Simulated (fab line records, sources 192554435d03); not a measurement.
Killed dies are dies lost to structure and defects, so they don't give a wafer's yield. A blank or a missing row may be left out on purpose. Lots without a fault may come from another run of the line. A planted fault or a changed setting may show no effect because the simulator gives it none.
Chamber matching | flow n5_finfet | N5_MOL_CONTACT_COAG_ALD_20 on ald_metal-02: 4 sister chambers
The step deposits TiN, target thk 1.5 nm, pulse time 1 s, purge time 3 s. 8 wafers are shown with their chamber, then 8 later ones without.

WAFERS WITH THEIR CHAMBER
wafer  | chamber | heater_power_w (W) | precursor_pulse_height_rel
L977.6 | 0       | 956                | 0.983
L981.4 | 2       | 858                | 1.020
L985.2 | 0       | 973                | 0.991
L985.3 | 1       | 901                | 0.988
L988.2 | 3       | 841                | 1.045
L988.3 | 1       | 855                | 0.993
L988.5 | 2       | 841                | 0.989
L990.1 | 3       | 854                | 0.980

WAFERS WITHOUT THEIR CHAMBER
wafer  | heater_power_w (W) | precursor_pulse_height_rel
L990.2 | 974                | 0.988
L990.3 | 871                | 0.979
L994.1 | 830                | 0.982
L994.2 | 954                | 0.980
L994.4 | 862                | 1.004
L995.2 | 948                | 0.969
L995.4 | 826                | 0.992
L995.5 | 876                | 1.008

WHICH CHAMBER EACH WENT THROUGH
wafer  | from the rows above          | in truth
L990.2 | 0                            | 0
L990.3 | can't be placed: 1 or 2 or 3 | 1
L994.1 | can't be placed: 2 or 3 or 1 | 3
L994.2 | 0                            | 0
L994.4 | can't be placed: 2 or 3 or 1 | 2
L995.2 | 0                            | 0
L995.4 | can't be placed: 2 or 3 or 1 | 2
L995.5 | can't be placed: 1 or 2 or 3 | 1
Placed correctly: 3 of 8. Can't be placed from these rows: 5 (the true chamber is among the candidates in 5). Placed wrongly: 0.
How it was worked out, from the rows above alone: a wafer's distance from a chamber is the root of the sum, over the readings, of the square of ((its reading less the chamber's mean) divided by the reading's scatter). The wafer belongs to the nearest chamber; if the next one is less than 2 further off, it can't be placed. A chamber's mean is the mean of its shown wafers. The scatter: the root of (the sum of the squares of (reading less its chamber's mean) over the shown wafers, divided by (wafers less chambers)).
